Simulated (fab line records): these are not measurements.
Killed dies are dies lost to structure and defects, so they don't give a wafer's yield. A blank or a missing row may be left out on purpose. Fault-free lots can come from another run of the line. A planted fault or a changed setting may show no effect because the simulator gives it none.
fab line records -- flow n5-finfet -- part 2 of 2: steps 5 to 6 of 6
[record] lots = 24, wafers = 72, last-day = 17
route steps=1938 shown BEOL_M4@1110 BEOL_M5@1115
lots untouched by any fault: they come from a run of this same line in which no faults occurred
start-h: hours from the record's first day to the start of the lot's first wafer shown -- wait-h: time in hours since the lot's previous step -- " unchanged from the row above -- L1.1+2: a single row standing in for several wafers -- - value missing, or start not given -- * or withheld: withheld -- < > ~ a bound
route shown NAME@n: a module of which the file shows steps, and the number in the route of the first -- usual: mean/standard deviation taken from wafers without a fault -- same: alike in all rows -- chamber/n: place in a boat -- sites: the reading at each site -- _std_site: standard deviation of those values -- _edge_site: inner sites' mean taken away from outer sites' mean -- radius-mm: how far each site lies from the wafer's centre -- mask NAME#n: copy n -- behind: the most recent tool/chamber to have shaped the wafer -- hold: reason for holding the lot/hours on hold/outcome of the hold -- device: names the non-switching transistor (n, p or np) -- end of line: the tests these same wafers got at the end of their route -- a step given without rows: its recipe and nothing more -- killed: not the wafer's yield, but the dies lost to structure and defects at the first sort -- map: the dies of a wafer, with x for killed, . for not killed, _ for no die there
set.NAME: the run value of the setting; set.NAME@STEP: its run value at that earlier step -- model.NAME: the simulator's own value behind a step, which no gauge read
one table for each step of the route and one row for each wafer, over a sample of lots
services: from which hour (start-h, from the record's first day; less than 0 if before it) a tool's chamber was out of use, for how many hours, and why
[[steps]]
[step N5_BEOL_M5_ETCH_67]
[recipe] chemistry = CF4, target = SiARC, target-depth-a = 156, mask-material = CAR-EUV, time-s = 26, ion-energy-ev = 80, pressure-mtorr = 40, source-w = 545, bias-w = 36, Ar_flow_sccm = 100, cf4-flow-sccm = 100, ends = cleared
[usual] drypump-motor-current-A = 5.6/0.37, etch-rf-on-time-s = 26.1/0.92, oes-product-au = 0.71/0.066, rf-vpp-V = 184.4/1, showerhead-plenum-p-Torr = 2.18/0.047, throttle-valve-pct = 15.46/0.2
lot.wafer,tool,chamber,start-h,wait-h,drypump-motor-current-A,etch-rf-on-time-s,oes-product-au,rf-hours-counter-h,rf-vpp-V,showerhead-plenum-p-Torr,throttle-valve-pct
L074.3,rie-diel-01,1,167.47,0.0,5.7,27.2,0.71,57,184.6,2.27,15.63
L074.4,rie-diel-01,3,167.47,0.0,6.2,26.1,0.82,1,183.2,2.11,15.15
L074.5,rie-diel-01,3,167.47,0.0,6.2,26.1,0.83,-,184.0,2.11,15.14
L075.1,rie-diel-01,2,172.10,0.0,5.8,25.0,0.77,38,183.1,2.11,15.73
L075.2,rie-diel-01,0,172.10,0.0,5.6,25.9,0.59,238,182.8,2.12,15.84
L075.3,rie-diel-01,1,172.10,0.0,5.7,27.1,0.71,58,185.3,2.27,15.60
L076.2,rie-diel-01,2,187.06,0.0,5.8,25.2,0.76,42,183.9,2.11,15.73
L076.3,rie-diel-01,0,187.06,0.0,5.7,26.1,0.58,242,183.2,2.12,15.82
L076.6,rie-diel-01,3,187.06,0.0,6.2,25.8,0.81,-,183.2,2.11,15.17
L077.1,rie-diel-04,3,187.76,0.0,6.1,25.1,0.70,115,185.3,2.18,15.35
L077.3,rie-diel-04,0,187.76,0.0,5.4,26.5,0.62,172,185.2,2.22,15.71
L077.6,rie-diel-04,3,187.76,0.0,6.1,25.2,0.70,-,184.9,2.18,15.35
L078.1,rie-diel-05,3,189.66,0.0,5.8,28.1,0.76,6,184.9,2.22,15.12
L078.5,rie-diel-05,3,189.66,0.0,5.8,28.0,0.76,-,185.7,2.22,15.13
L078.6,rie-diel-05,0,189.66,0.0,5.0,25.1,0.61,-,184.6,2.21,15.54
L079.3,rie-diel-05,0,192.82,0.0,5.0,25.1,0.61,217,184.7,2.21,15.53
L079.4,rie-diel-05,1,192.82,0.0,5.6,26.8,0.73,47,183.8,2.19,15.47
L079.5,rie-diel-05,2,192.82,0.0,5.7,26.6,0.77,-,185.7,2.18,15.31
L080.2,rie-diel-05,0,196.67,0.0,5.0,25.0,0.61,218,185.1,2.21,15.55
L080.4,rie-diel-05,1,196.67,0.0,5.6,26.5,0.73,48,185.7,2.19,15.48
L080.6,rie-diel-05,2,196.67,0.0,5.7,26.4,0.76,-,184.5,2.18,15.29
L081.2,rie-diel-05,1,214.63,0.0,5.6,26.7,0.71,55,185.0,2.19,15.49
L081.3,rie-diel-05,3,214.63,0.0,5.8,28.1,0.75,14,184.5,2.22,15.16
L081.4,rie-diel-05,2,214.63,0.0,5.7,26.8,0.75,35,183.9,2.17,15.31
L082.2,rie-diel-05,2,220.58,0.0,5.6,26.8,0.74,37,185.3,2.17,15.32
L082.3,rie-diel-05,3,220.58,0.0,5.8,27.9,0.74,17,185.4,2.22,15.13
L082.6,rie-diel-05,1,220.58,0.0,5.6,26.6,0.72,-,184.6,2.19,15.49
L083.1,rie-diel-04,2,227.64,0.0,6.0,25.2,0.81,15,186.7,2.17,15.52
L083.4,rie-diel-04,1,227.64,0.0,5.0,25.4,0.62,183,184.4,2.19,15.34
L083.5,rie-diel-04,0,227.64,0.0,5.4,26.4,0.62,-,185.2,2.22,15.74
L084.1,rie-diel-04,2,230.26,0.0,6.0,25.3,0.81,15,185.9,2.17,15.52
L084.3,rie-diel-04,3,230.26,0.0,6.1,25.0,0.69,127,184.6,2.18,15.39
L084.6,rie-diel-04,3,230.26,0.0,6.1,24.8,0.70,-,184.1,2.18,15.39
L085.2,rie-diel-05,1,230.44,0.0,5.6,26.8,0.71,60,184.6,2.18,15.50
L085.3,rie-diel-05,0,230.44,0.0,5.0,25.2,0.60,230,186.8,2.20,15.56
L085.6,rie-diel-05,3,230.44,0.0,5.8,27.7,0.73,-,184.5,2.22,15.17
L086.1,rie-diel-04,3,247.13,0.0,6.1,25.4,0.68,132,182.7,2.18,15.39
L086.3,rie-diel-04,0,247.13,0.0,5.4,26.3,0.61,195,184.2,2.22,15.76
L086.4,rie-diel-04,2,247.13,0.0,6.0,25.4,0.80,21,184.3,2.17,15.53
L088.1,rie-diel-04,3,247.63,0.0,6.1,25.6,0.68,132,183.5,2.18,15.39
L088.4,rie-diel-04,2,247.63,0.0,6.0,25.5,0.79,21,184.2,2.17,15.53
L088.5,rie-diel-04,1,247.63,0.0,4.9,25.7,0.62,-,184.1,2.18,15.35
L087.1,rie-diel-05,0,253.33,0.0,5.0,25.2,0.60,237,185.0,2.20,15.58
L087.2,rie-diel-05,1,253.33,0.0,5.6,26.6,0.71,67,184.2,2.18,15.51
L087.3,rie-diel-05,3,253.33,0.0,5.7,28.0,0.72,27,185.2,2.21,15.17
L089.2,rie-diel-01,2,263.91,0.0,5.8,25.6,0.73,59,183.1,2.10,15.79
L089.5,rie-diel-01,0,263.91,0.0,5.6,26.0,0.81,-,184.1,2.11,15.36
L089.6,rie-diel-01,1,263.91,0.0,5.7,27.7,0.68,-,185.7,2.26,15.67
L090.2,rie-diel-04,2,273.81,0.0,6.0,25.0,0.79,29,184.4,2.16,15.56
L090.3,rie-diel-04,0,273.81,0.0,5.4,26.4,0.61,204,184.5,2.21,15.77
L090.5,rie-diel-04,2,273.81,0.0,6.0,25.2,0.78,-,184.4,2.16,15.55
L091.1,rie-diel-01,1,275.66,0.0,5.7,27.4,0.68,88,185.8,2.26,15.66
L091.3,rie-diel-01,0,275.66,0.0,5.6,25.7,0.79,9,183.3,2.11,15.38
L091.5,rie-diel-01,3,275.66,0.0,6.2,26.0,0.76,-,184.1,2.10,15.21
L092.2,rie-diel-01,1,279.68,0.0,5.7,26.9,0.69,90,185.7,2.26,15.68
L092.4,rie-diel-01,3,279.68,0.0,6.2,25.5,0.76,-,183.6,2.10,15.20
L092.5,rie-diel-01,0,279.68,0.0,5.6,25.6,0.80,-,185.0,2.11,15.38
L093.3,rie-diel-05,2,286.28,0.0,5.7,26.7,0.74,52,185.5,2.17,15.35
L093.5,rie-diel-05,3,286.28,0.0,5.8,27.4,0.72,-,182.8,2.21,15.19
L093.6,rie-diel-05,2,286.28,0.0,5.7,26.5,0.73,-,183.7,2.17,15.34
L094.2,rie-diel-01,3,290.05,0.0,6.2,25.8,0.75,36,182.6,2.10,15.22
L094.4,rie-diel-01,1,290.05,0.0,5.7,27.6,0.67,93,185.4,2.26,15.68
L094.6,rie-diel-01,2,290.05,0.0,5.8,25.3,0.73,-,182.1,2.10,15.78
L095.1,rie-diel-01,2,297.83,0.0,5.8,25.1,0.72,71,183.7,2.10,15.77
L095.2,rie-diel-01,0,297.83,0.0,5.6,25.5,0.78,16,183.3,2.11,15.38
L095.4,rie-diel-01,2,297.83,0.0,5.8,25.1,0.72,-,183.4,2.10,15.81
L096.1,rie-diel-04,2,304.43,0.0,6.0,25.4,0.76,40,183.0,2.16,15.56
L096.5,rie-diel-04,2,304.43,0.0,6.0,25.5,0.75,-,184.5,2.16,15.57
L096.6,rie-diel-04,1,304.43,0.0,5.0,25.2,0.61,-,184.9,2.18,15.39
L097.2,rie-diel-05,3,306.86,0.0,5.8,27.8,0.71,36,184.9,2.21,15.18
L097.5,rie-diel-05,3,306.86,0.0,5.8,27.9,0.71,-,184.5,2.21,15.19
L097.6,rie-diel-05,2,306.86,0.0,5.7,26.7,0.73,-,185.3,2.17,15.35
[step N5_BEOL_M5_STRIP_36]
[recipe] chemistry = N2/H2, power-w = 450, temp-c = 40, pressure-mtorr = 20, rf-frequency-hz = 6e+07, overash-fraction = 0.3, bias-power-w = 7, h2-frac = 0.5, n2-flow-sccm = 200, h2-flow-sccm = 200
[usual] bias-power-w = 6.998/0.021, drypump-motor-current-A = 5.7/0.37, oes-product-au = 0.83/0.078, rf-vpp-V = 59.4/1.6, showerhead-plenum-p-Torr = 2.57/0.064, throttle-valve-pct = 23.4/0.37
lot.wafer,tool,chamber,start-h,wait-h,bias-power-w,drypump-motor-current-A,oes-product-au,rf-hours-counter-h,rf-vpp-V,showerhead-plenum-p-Torr,throttle-valve-pct
L074.3,rie-diel-01,1,167.65,0.0,6.972,5.7,0.87,57,60.1,2.69,23.9
L074.4,rie-diel-01,3,167.65,0.0,6.996,6.2,0.96,1,57.4,2.51,23.4
L074.5,rie-diel-01,3,167.65,0.0,6.976,6.2,0.95,-,59.4,2.51,23.5
L075.1,rie-diel-01,2,172.28,0.0,7.004,5.8,0.88,38,56.6,2.48,23.6
L075.2,rie-diel-01,0,172.28,0.0,6.961,5.6,0.68,238,58.3,2.48,23.3
L075.3,rie-diel-01,1,172.28,0.0,7.019,5.7,0.86,58,60.8,2.69,23.9
L076.2,rie-diel-01,2,187.23,0.0,7.018,5.9,0.87,42,59.0,2.47,23.6
L076.3,rie-diel-01,0,187.23,0.0,7.025,5.6,0.67,242,59.1,2.48,23.3
L076.6,rie-diel-01,3,187.23,0.0,7.053,6.2,0.92,-,57.3,2.51,23.5
L077.1,rie-diel-04,3,187.93,0.0,7.014,6.1,0.82,115,59.3,2.53,22.8
L077.3,rie-diel-04,0,187.93,0.0,6.988,5.4,0.75,172,59.7,2.63,23.3
L077.6,rie-diel-04,3,187.93,0.0,7.024,6.1,0.83,-,57.5,2.53,22.7
L078.1,rie-diel-05,3,189.84,0.0,6.982,5.8,0.90,6,59.4,2.58,22.6
L078.5,rie-diel-05,3,189.84,0.0,6.994,5.8,0.91,-,62.0,2.58,22.6
L078.6,rie-diel-05,0,189.84,0.0,6.976,5.0,0.70,-,56.6,2.62,23.6
L079.3,rie-diel-05,0,192.99,0.0,7.020,5.0,0.69,217,57.5,2.62,23.6
L079.4,rie-diel-05,1,192.99,0.0,6.989,5.6,0.85,47,60.8,2.58,23.5
L079.5,rie-diel-05,2,192.99,0.0,7.005,5.7,0.90,-,59.1,2.58,23.2
L080.2,rie-diel-05,0,196.84,0.0,6.967,5.0,0.70,218,58.9,2.62,23.6
L080.4,rie-diel-05,1,196.84,0.0,7.007,5.6,0.86,48,59.8,2.58,23.6
L080.6,rie-diel-05,2,196.84,0.0,7.006,5.7,0.92,-,60.0,2.58,23.2
L081.2,rie-diel-05,1,214.80,0.0,7.020,5.6,0.85,56,61.5,2.58,23.5
L081.3,rie-diel-05,3,214.80,0.0,7.002,5.8,0.85,14,59.9,2.58,22.6
L081.4,rie-diel-05,2,214.80,0.0,7.024,5.7,0.90,35,59.6,2.57,23.2
L082.2,rie-diel-05,2,220.76,0.0,7.028,5.7,0.89,37,63.3,2.57,23.2
L082.3,rie-diel-05,3,220.76,0.0,7.022,5.8,0.86,17,59.7,2.57,22.7
L082.6,rie-diel-05,1,220.76,0.0,6.998,5.6,0.85,-,59.0,2.58,23.6
L083.1,rie-diel-04,2,227.81,0.0,6.990,6.0,0.94,15,58.9,2.58,23.5
L083.4,rie-diel-04,1,227.81,0.0,7.017,5.0,0.74,183,59.1,2.65,23.5
L083.5,rie-diel-04,0,227.81,0.0,7.007,5.4,0.74,-,60.3,2.62,23.4
L084.1,rie-diel-04,2,230.44,0.0,6.984,6.0,0.93,16,59.2,2.58,23.5
L084.3,rie-diel-04,3,230.44,0.0,6.994,6.1,0.81,127,61.4,2.52,22.7
L084.6,rie-diel-04,3,230.44,0.0,7.012,6.1,0.82,-,62.6,2.52,22.8
L085.2,rie-diel-05,1,230.61,0.0,7.009,5.6,0.84,61,56.8,2.58,23.6
L085.3,rie-diel-05,0,230.61,0.0,7.019,5.0,0.69,230,59.9,2.61,23.6
L085.6,rie-diel-05,3,230.61,0.0,6.998,5.8,0.86,-,58.1,2.57,22.7
L086.1,rie-diel-04,3,247.30,0.0,6.994,6.1,0.81,132,60.1,2.52,22.8
L086.3,rie-diel-04,0,247.30,0.0,7.016,5.4,0.73,195,60.6,2.62,23.3
L086.4,rie-diel-04,2,247.30,0.0,6.990,6.0,0.93,21,59.0,2.58,23.5
L088.1,rie-diel-04,3,247.81,0.0,6.960,6.1,0.81,132,59.2,2.52,22.7
L088.4,rie-diel-04,2,247.81,0.0,6.996,6.0,0.94,21,59.2,2.58,23.5
L088.5,rie-diel-04,1,247.81,0.0,6.980,5.0,0.73,-,60.8,2.65,23.5
L087.1,rie-diel-05,0,253.51,0.0,7.001,5.0,0.69,237,59.5,2.61,23.6
L087.2,rie-diel-05,1,253.51,0.0,7.006,5.6,0.83,67,60.5,2.57,23.6
L087.3,rie-diel-05,3,253.51,0.0,6.998,5.8,0.86,27,59.1,2.57,22.7
L089.2,rie-diel-01,2,264.08,0.0,6.984,5.8,0.86,59,60.1,2.47,23.7
L089.5,rie-diel-01,0,264.08,0.0,6.961,5.6,0.94,-,61.2,2.48,22.9
L089.6,rie-diel-01,1,264.08,0.0,7.022,5.7,0.82,-,59.1,2.68,23.9
L090.2,rie-diel-04,2,273.98,0.0,6.977,6.0,0.91,29,58.8,2.57,23.5
L090.3,rie-diel-04,0,273.98,0.0,7.004,5.4,0.72,204,59.4,2.61,23.4
L090.5,rie-diel-04,2,273.98,0.0,6.983,6.0,0.92,-,61.6,2.57,23.5
L091.1,rie-diel-01,1,275.83,0.0,6.979,5.7,0.83,88,60.9,2.68,23.9
L091.3,rie-diel-01,0,275.83,0.0,7.055,5.6,0.93,9,60.5,2.47,22.9
L091.5,rie-diel-01,3,275.83,0.0,6.971,6.2,0.88,-,58.4,2.50,23.5
L092.2,rie-diel-01,1,279.86,0.0,6.972,5.7,0.82,90,58.4,2.68,23.9
L092.4,rie-diel-01,3,279.86,0.0,6.981,6.2,0.87,-,58.0,2.50,23.5
L092.5,rie-diel-01,0,279.86,0.0,7.003,5.6,0.90,-,54.0,2.47,22.9
L093.3,rie-diel-05,2,286.45,0.0,6.999,5.7,0.88,52,59.4,2.57,23.2
L093.5,rie-diel-05,3,286.45,0.0,7.003,5.8,0.85,-,59.6,2.57,22.7
L093.6,rie-diel-05,2,286.45,0.0,7.026,5.6,0.88,-,61.4,2.57,23.3
L094.2,rie-diel-01,3,290.22,0.0,7.024,6.2,0.87,37,59.1,2.50,23.5
L094.4,rie-diel-01,1,290.22,0.0,7.009,5.7,0.82,93,60.6,2.67,24.0
L094.6,rie-diel-01,2,290.22,0.0,6.947,5.8,0.84,-,58.2,2.46,23.7
L095.1,rie-diel-01,2,298.01,0.0,6.981,5.8,0.84,71,60.5,2.46,23.7
L095.2,rie-diel-01,0,298.01,0.0,7.010,5.6,0.90,16,55.0,2.47,22.9
L095.4,rie-diel-01,2,298.01,0.0,6.983,5.8,0.84,-,58.5,2.46,23.7
L096.1,rie-diel-04,2,304.60,0.0,7.005,6.0,0.87,40,58.2,2.57,23.6
L096.5,rie-diel-04,2,304.60,0.0,6.997,6.0,0.89,-,61.4,2.57,23.5
L096.6,rie-diel-04,1,304.60,0.0,7.035,5.0,0.72,-,58.6,2.64,23.5
L097.2,rie-diel-05,3,307.03,0.0,6.970,5.8,0.85,36,59.4,2.57,22.7
L097.5,rie-diel-05,3,307.03,0.0,6.977,5.8,0.84,-,58.0,2.57,22.7
L097.6,rie-diel-05,2,307.03,0.0,6.989,5.7,0.87,-,58.7,2.56,23.2
[[services]]
tool,chamber,start-h,hours,kind
pecvd-02,-,144.46,0.7,repair
rie-diel-01,3,146.17,-,clean
rie-diel-01,3,146.17,-,consumable-replace:focus-ring
rie-diel-01,3,146.17,16.4,scheduled-down
rie-diel-01,3,146.17,16.4,vent-cycle
pecvd-04,-,148.13,1.1,repair
rie-diel-05,3,154.00,3.5,repair
rie-diel-04,-,156.29,1.1,repair
rie-diel-04,1,173.36,6.0,repair
pecvd-04,-,175.90,0.9,repair
pecvd-01,-,186.49,2.8,pm
rie-diel-05,-,200.69,1.2,repair
rie-diel-04,3,204.29,12.3,repair
rie-diel-01,-,205.20,14.6,pm
rie-diel-01,0,229.39,-,clean
rie-diel-01,0,229.39,-,consumable-replace:focus-ring
rie-diel-01,0,229.39,20.3,scheduled-down
rie-diel-01,0,229.39,20.3,vent-cycle
rie-diel-05,0,231.27,1.3,repair
rie-diel-01,2,241.99,4.6,repair
pecvd-02,1,261.67,13.0,repair
pecvd-01,-,271.15,6.0,pm
rie-diel-01,2,279.08,5.3,repair
rie-diel-05,0,301.90,5.6,repair
